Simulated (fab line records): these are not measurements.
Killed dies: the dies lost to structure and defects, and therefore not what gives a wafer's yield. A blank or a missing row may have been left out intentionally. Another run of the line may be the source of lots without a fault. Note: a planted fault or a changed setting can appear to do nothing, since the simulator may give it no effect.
Comparing a struck lot with a sound one | flow n5-finfet | 27 out of 1938 route steps
Sound: the wafers L951.1, L951.4, L951.5. Wafers L970.1, L970.3, L970.5 were the ones struck. The cause comes at the end.
Per side, at each step with rows, come the tool, then ch with its chambers, and then its first start. Under that, the readings that differ: sound wafers | struck wafers | difference of the means | sigmas: that difference in standard deviations of wafers without a fault.
alike: readings whose means differ by less than 2 such deviations, and words and numbers that are the same on both sides. not compared: withheld readings, readings that some wafer has no value for, bounds like >300 that may hide the same value, and numbers for which the record gives no deviation and whose values overlap.
Wherever a step has rows on one side only, a row that says differs or no value, or a row with sigmas, the two part there. Numbers that don't overlap but have no deviation are shown without sigmas and don't part them. A reading that every wafer of one side lacks parts them only if that side has two wafers or more.

first, 2 steps without rows for these wafers: N5_BEOL_M11_SPUTTER_48 (material Cu, target thk 12 nm, time 2 s); N5_BEOL_M11_ECD_50 (material Cu, target thk 318 nm).
N5_BEOL_M11_ANNEAL_51: time 90 s.
  sound on rtp-anneal-01 ch 0, day 10 20:57; struck on rtp-anneal-02 ch 0, day 15 05:28
  alike: wafer_temp_C_max
N5_BEOL_M11_CMP_52: polishes, stops on SiCOH lowk, t overpolish 7 s, target thk 140 nm.
  sound on cmp-04 ch 0,1,3, day 10 21:19; struck on cmp-01 ch 0,2,3, day 15 05:46
  alike: barrier-field-endpoint-s, motor-current-A, overpolish-run-s, time-to-endpoint-s
N5_BEOL_M11_THK_MEAS_53: measures by xrf.
  sound on film-metro-02, day 10 21:32; struck on film-metro-02, day 15 06:03
  alike: M11_THK
then, 1 step without rows for these wafers: N5_BEOL_M11_PRE_CLEAN_55 (time 15 s).
N5_BEOL_M11_DEP_56: deposits SiCN from 3MS/NH3, target thk 30 nm, time 10.5 s.
  sound on pecvd-03 ch 0,1, day 10 21:36; struck on pecvd-02 ch 0,1,2, day 15 06:07
  alike: showerhead-plenum-p-Torr, throttle-valve-pct
N5_BEOL_M11_RS_MEAS_57: measures by four-point-probe.
  sound on film-metro-01, day 10 21:40; struck on film-metro-02, day 15 06:11
  alike: M11_RS
N5_BEOL_M11_INSPECT_58: inspects for defects (darkfield).
  sound on defect-inspect-02, day 10 21:41; struck on defect-inspect-01, day 15 06:12
  alike: raw-defect-count
then, 1 step without rows for these wafers: N5_BEOL_M12_ILD_DEP_00 (deposits SiOC from DEMS/O2, target thk 658.92 nm, time 130.7 s).
N5_BEOL_M12_THK_MEAS_01:
  sound on film-metro-02, day 10 21:55; struck on film-metro-02, day 15 06:22
  alike: M12_ILD_THK
then, 1 step without rows for these wafers: N5_BEOL_M12_COAT_58 (time 60 s, resist thk 89 nm).
N5_BEOL_M12_COAT_04: resist thk 400 nm.
  sound on litho-track-05 ch 0, day 10 21:56; struck on litho-track-02 ch 0, day 15 06:24
  reading                                    | sound                | struck               | difference | sigmas
  spin-speed-rpm (rpm)                       | 1626.4 1625.7 1626.9 | 1498.6 1498.5 1499.0 | -127.6     | -99 or more
  model.coat_of_BEOL_M12_COAT_04.thk-nm (nm) | 399.2 397.6 400.6    | 417.2 417 415.4      | +17.4      |
then, 6 steps without rows for these wafers: N5_BEOL_M12_EBR_06; N5_BEOL_M12_SOFTBAKE_05 (time 60 s); N5_BEOL_M12_EXPOSE_07 (exposes mask V11); N5_BEOL_M12_PEB_08 (peb time 90 s); N5_BEOL_M12_DEVELOP_09 (develop time 45 s); N5_BEOL_M12_HARDBAKE_14 (time 120 s).
N5_BEOL_M12_CD_MEAS_10 targets a cd of 140 nm.
  sound on cd-sem-03 ch 0, day 10 22:20; struck on cd-sem-02 ch 0, day 15 06:48
  alike: cd-nm
N5_BEOL_M12_OVL_MEAS_11:
  sound on overlay-01 ch 0, day 10 22:22; struck on overlay-02 ch 0, day 15 06:50
  alike: V11_OVL
N5_BEOL_M12_INSPECT_12: inspects for defects (macro).
  sound on defect-inspect-01, day 10 22:23; struck on defect-inspect-01, day 15 06:51
  alike: raw-defect-count
N5_BEOL_M12_DESCUM_15: chemistry O2, time 7.9 s.
  sound on rie-diel-05 ch 0,2,3, day 10 22:25; struck on rie-diel-02 ch 0,2, day 15 07:05
  reading               | sound          | struck         | difference | sigmas
  oes-product-au (a.u.) | 0.87 0.85 1.00 | 0.75 0.68 0.75 | -0.18      | -2
  alike: drypump-motor-current-A, rf-vpp-V, showerhead-plenum-p-Torr, throttle-valve-pct
  not compared: rf-hours-counter-h
N5_BEOL_M12_ETCH_59: etches BARC in N2/H2, target depth 89 nm, overetch 26.7 nm, time 67.9 s.
  sound on rie-diel-05 ch 0,2,3, day 10 22:28; struck on rie-diel-02 ch 0,2, day 15 07:08
  reading               | sound          | struck         | difference | sigmas
  oes-product-au (a.u.) | 0.74 0.74 0.85 | 0.66 0.59 0.65 | -0.14      | -2
  alike: drypump-motor-current-A, rf-vpp-V, showerhead-plenum-p-Torr, throttle-valve-pct
  not compared: rf-hours-counter-h
N5_BEOL_M12_VIA_ETCH_16: etches SiOC in C4F8/O2/Ar, target depth 724.8 nm.
  sound on rie-diel-05 ch 0,2,3, day 10 22:31; struck on rie-diel-02 ch 0,2, day 15 07:11
  reading                                    | sound             | struck            | difference | sigmas
  oes-product-au (a.u.)                      | 0.79 0.76 0.90    | 0.68 0.62 0.68    | -0.16      | -2
  model.coat_of_BEOL_M12_COAT_04.thk-nm (nm) | 119.4 116.2 119.2 | 141.6 142.8 135.6 | +21.7      |
  alike: drypump-motor-current-A, rf-vpp-V, showerhead-plenum-p-Torr, throttle-valve-pct
N5_BEOL_M12_STRIP_63: strips in N2/H2.
  sound on plasma-asher-01 ch 0,1, day 10 22:43; struck on plasma-asher-01 ch 0,1, day 15 07:23
  reading                      | sound          | struck         | difference | sigmas
  strip-time-to-endpoint-s (s) | 41.5 40.6 41.5 | 47.5 47.8 45.8 | +5.8       | +7
  alike: drypump-motor-current-A, heater-power-w, oes-product-au
  not compared: rf-hours-counter-h
then, 1 step without rows for these wafers: N5_BEOL_M12_STRIP_64 (strips in N2/H2).

## WHERE THEY PART
First at N5_BEOL_M12_COAT_04; last, within this record, at N5_BEOL_M12_STRIP_63.

WHY: the cause the simulator had injected
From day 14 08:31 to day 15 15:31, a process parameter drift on litho-track-02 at N5_BEOL_M12_COAT_04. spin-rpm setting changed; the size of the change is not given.
